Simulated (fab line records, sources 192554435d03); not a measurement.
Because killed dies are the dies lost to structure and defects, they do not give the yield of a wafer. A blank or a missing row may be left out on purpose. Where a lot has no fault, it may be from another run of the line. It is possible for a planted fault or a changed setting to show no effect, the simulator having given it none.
Which tool is to blame? + flow n5_finfet + 10 lots with 30 wafers sampled at 6 steps, on a route of 1938 steps

WHAT EACH GAUGE READ, for each wafer
N5_BEOL_M15_THK_MEAS_50: measures by xrf. Usual: M15_THK 855 nm, standard deviation 16.
| lot  | measured     | on            | M15_THK (nm) | flag |
|------|--------------|---------------|--------------|------|
| L357 | day 13 22:38 | film_metro-01 | 835 856 864  |      |
| L358 | day 15 00:46 | film_metro-01 | 865 836 863  |      |
| L359 | day 15 06:33 | film_metro-01 | 837 837 836  |      |
| L363 | day 15 23:50 | film_metro-01 | 882 858 865  |      |
| L361 | day 16 11:10 | film_metro-01 | 842 869 829  |      |
| L364 | day 16 16:13 | film_metro-01 | 847 853 855  |      |
| L366 | day 17 15:16 | film_metro-01 | 851 882 878  |      |
| L367 | day 17 23:07 | film_metro-01 | 908 907 868  |      |
| L377 | day 19 09:40 | film_metro-02 | 841 845 852  |      |
| L378 | day 19 19:53 | film_metro-02 | 860 857 842  |      |

N5_BEOL_M15_RS_MEAS_54: uses a four-point probe to measure. Usual: M15_RS 0.0214 ohm/sq, standard deviation 0.00039.
| lot  | measured     | on            | M15_RS (ohm/sq)      | flag |
|------|--------------|---------------|----------------------|------|
| L357 | day 13 22:47 | film_metro-01 | 0.0218 0.0213 0.0211 |      |
| L358 | day 15 00:54 | film_metro-01 | 0.0212 0.0220 0.0212 |      |
| L359 | day 15 06:41 | film_metro-01 | 0.0216 0.0217 0.0215 |      |
| L363 | day 15 23:58 | film_metro-01 | 0.0208 0.0214 0.0212 |      |
| L361 | day 16 11:17 | film_metro-02 | 0.0217 0.0210 0.0221 |      |
| L364 | day 16 16:21 | film_metro-01 | 0.0215 0.0214 0.0213 |      |
| L366 | day 17 15:24 | film_metro-02 | 0.0216 0.0209 0.0210 |      |
| L367 | day 17 23:15 | film_metro-01 | 0.0203 0.0201 0.0211 |      |
| L377 | day 19 09:47 | film_metro-01 | 0.0217 0.0217 0.0216 |      |
| L378 | day 19 20:01 | film_metro-02 | 0.0214 0.0213 0.0217 |      |

WHICH TOOL RAN EACH LOT (tool, then ch and the chambers of the sampled wafers, then the start)
| lot  | N5_BEOL_M15_TRENCH_ETCH_34         | N5_BEOL_M15_STRIP_36               | N5_BEOL_M15_DEGAS_41         | N5_BEOL_M15_SPUTTER_45       |
|------|------------------------------------|------------------------------------|------------------------------|------------------------------|
| L357 | rie_diel-06 ch 0,3, day 13 20:34   | rie_diel-06 ch 0,1,2, day 13 20:47 | pvd_sputter-01, day 13 21:08 | pvd_sputter-01, day 13 21:22 |
| L358 | rie_diel-06 ch 0,2,3, day 14 22:15 | rie_diel-02 ch 2,3, day 14 22:59   | pvd_sputter-03, day 14 23:35 | pvd_sputter-03, day 14 23:49 |
| L359 | rie_diel-05 ch 1,2,3, day 15 04:41 | rie_diel-02 ch 0,2,3, day 15 05:00 | pvd_sputter-02, day 15 05:19 | pvd_sputter-02, day 15 05:35 |
| L363 | rie_diel-05 ch 0,2,3, day 15 19:11 | rie_diel-05 ch 0,1,2, day 15 21:55 | pvd_sputter-01, day 15 22:29 | pvd_sputter-01, day 15 22:43 |
| L361 | rie_diel-06 ch 1,2,3, day 16 08:53 | rie_diel-05 ch 1,2,3, day 16 09:23 | pvd_sputter-03, day 16 09:58 | pvd_sputter-03, day 16 10:13 |
| L364 | rie_diel-02 ch 0,1,3, day 16 09:23 | rie_diel-05 ch 0,2,3, day 16 14:22 | pvd_sputter-01, day 16 15:01 | pvd_sputter-01, day 16 15:15 |
| L366 | rie_diel-06 ch 0,1, day 17 11:13   | rie_diel-05 ch 0,3, day 17 13:31   | pvd_sputter-02, day 17 14:01 | pvd_sputter-02, day 17 14:16 |
| L367 | rie_diel-06 ch 0,2, day 17 17:29   | rie_diel-05 ch 0,2, day 17 21:34   | pvd_sputter-02, day 17 21:55 | pvd_sputter-02, day 17 22:09 |
| L377 | rie_diel-05 ch 1,2, day 19 07:07   | rie_diel-05 ch 0,1,2, day 19 07:41 | pvd_sputter-02, day 19 08:28 | pvd_sputter-02, day 19 08:43 |
| L378 | rie_diel-02 ch 0,3, day 19 16:16   | rie_diel-06 ch 0,1, day 19 18:02   | pvd_sputter-01, day 19 18:41 | pvd_sputter-01, day 19 18:56 |
- N5_BEOL_M15_TRENCH_ETCH_34: etches SiO2 in C4F8/O2/Ar, target depth 872.93 nm, time 199 s.
- N5_BEOL_M15_STRIP_36: strips in O2.
- N5_BEOL_M15_DEGAS_41: time 60 s.
- N5_BEOL_M15_SPUTTER_45: material Cu, target thk 100 nm, time 16.67 s.

AS READ BY THE TOOLS THEMSELVES (means over the sampled wafers that have a number; for cases with no such wafer, the mark the record gives instead)
N5_BEOL_M15_TRENCH_ETCH_34. Usual: drypump_motor_current_A 5.7 A, standard deviation 0.63; oes_product_au 0.76 a.u., standard deviation 0.077; rf_vpp_V 2216 V, standard deviation 27; showerhead_plenum_p_Torr 3.43 Torr, standard deviation 0.094; throttle_valve_pct 30.86 %, standard deviation 0.29.
| lot  | tool        | drypump_motor_current_A (A) | oes_product_au (a.u.) | rf_vpp_V (V) | showerhead_plenum_p_Torr (Torr) | throttle_valve_pct (%) | flag |
|------|-------------|-----------------------------|-----------------------|--------------|---------------------------------|------------------------|------|
| L357 | rie_diel-06 | 5.6                         | 0.74                  | 2193         | 3.37                            | 30.53                  |      |
| L358 | rie_diel-06 | 6.1                         | 0.73                  | 2189         | 3.38                            | 30.71                  |      |
| L359 | rie_diel-05 | 5.8                         | 0.73                  | 2233         | 3.46                            | 30.93                  |      |
| L363 | rie_diel-05 | 5.7                         | 0.79                  | 2228         | 3.48                            | 30.88                  |      |
| L361 | rie_diel-06 | 6.1                         | 0.72                  | 2203         | 3.38                            | 30.90                  |      |
| L364 | rie_diel-02 | 5.4                         | 0.86                  | 2218         | 3.44                            | 30.81                  |      |
| L366 | rie_diel-06 | 5.1                         | 0.72                  | 2211         | 3.41                            | 30.75                  |      |
| L367 | rie_diel-06 | 6.1                         | 0.74                  | 2192         | 3.43                            | 30.90                  |      |
| L377 | rie_diel-05 | 5.7                         | 0.73                  | 2217         | 3.44                            | 30.74                  |      |
| L378 | rie_diel-02 | 5.6                         | 0.85                  | 2238         | 3.48                            | 30.70                  |      |

N5_BEOL_M15_STRIP_36. Usual: drypump_motor_current_A 5.7 A, standard deviation 0.61; oes_product_au 0.76 a.u., standard deviation 0.077; rf_vpp_V 3.7 V, standard deviation 0.93; showerhead_plenum_p_Torr 2.09 Torr, standard deviation 0.066; throttle_valve_pct 16.70 %, standard deviation 0.29.
| lot  | tool        | drypump_motor_current_A (A) | oes_product_au (a.u.) | rf_vpp_V (V) | showerhead_plenum_p_Torr (Torr) | throttle_valve_pct (%) | flag |
|------|-------------|-----------------------------|-----------------------|--------------|---------------------------------|------------------------|------|
| L357 | rie_diel-06 | 5.6                         | 0.75                  | 3.4          | 2.10                            | 16.73                  |      |
| L358 | rie_diel-02 | 5.8                         | 0.75                  | 3.5          | 2.00                            | 16.86                  |      |
| L359 | rie_diel-02 | 5.8                         | 0.83                  | 3.2          | 2.09                            | 16.73                  |      |
| L363 | rie_diel-05 | 5.7                         | 0.80                  | 3.3          | 2.13                            | 16.47                  |      |
| L361 | rie_diel-05 | 5.8                         | 0.72                  | 3.6          | 2.11                            | 16.78                  |      |
| L364 | rie_diel-05 | 5.7                         | 0.78                  | 3.5          | 2.13                            | 16.68                  |      |
| L366 | rie_diel-05 | 6.0                         | 0.84                  | 3.4          | 2.10                            | 16.45                  |      |
| L367 | rie_diel-05 | 5.3                         | 0.78                  | 3.0          | 2.16                            | 16.62                  |      |
| L377 | rie_diel-05 | 5.7                         | 0.78                  | 4.2          | 2.12                            | 16.52                  |      |
| L378 | rie_diel-06 | 5.0                         | 0.71                  | 3.6          | 2.09                            | 16.76                  |      |

N5_BEOL_M15_DEGAS_41. Usual: heater_power_w reads 458 W (standard deviation 32).
| lot  | tool           | heater_power_w (W) | flag |
|------|----------------|--------------------|------|
| L357 | pvd_sputter-01 | 421                |      |
| L358 | pvd_sputter-03 | 460                |      |
| L359 | pvd_sputter-02 | 455                |      |
| L363 | pvd_sputter-01 | 461                |      |
| L361 | pvd_sputter-03 | 459                |      |
| L364 | pvd_sputter-01 | 476                |      |
| L366 | pvd_sputter-02 | 459                |      |
| L367 | pvd_sputter-02 | 451                |      |
| L377 | pvd_sputter-02 | 463                |      |
| L378 | pvd_sputter-01 | 448                |      |

N5_BEOL_M15_SPUTTER_45. Usual: throttle_valve_pct reads 30.2 % (standard deviation 0.83).
| lot  | tool           | throttle_valve_pct (%) | flag |
|------|----------------|------------------------|------|
| L357 | pvd_sputter-01 | 30.9                   |      |
| L358 | pvd_sputter-03 | 30.0                   |      |
| L359 | pvd_sputter-02 | 30.7                   |      |
| L363 | pvd_sputter-01 | 30.2                   |      |
| L361 | pvd_sputter-03 | 29.9                   |      |
| L364 | pvd_sputter-01 | 30.4                   |      |
| L366 | pvd_sputter-02 | 30.4                   |      |
| L367 | pvd_sputter-02 | 30.4                   |      |
| L377 | pvd_sputter-02 | 30.1                   |      |
| L378 | pvd_sputter-01 | 30.3                   |      |

THE ANSWER, worked out from the rows above alone
Rule: lot off if the mean of its wafers having a number is beyond 3 standard deviations from the usual mean. A lot without any number at a reading at which 4 lots or more have one is off too. Where the step has rows for the other lots, those lots are counted as sound. The gauges are gone through in route order, then the tools' own readings, and for those a lot's mean is taken as printed above. At the first step where some lot is off, the reading lying furthest off is the one used; lots without a number count as furthest.
Nothing can be told from this: no lot is off at any reading shown.

WHAT THE SIMULATOR HAD INSERTED
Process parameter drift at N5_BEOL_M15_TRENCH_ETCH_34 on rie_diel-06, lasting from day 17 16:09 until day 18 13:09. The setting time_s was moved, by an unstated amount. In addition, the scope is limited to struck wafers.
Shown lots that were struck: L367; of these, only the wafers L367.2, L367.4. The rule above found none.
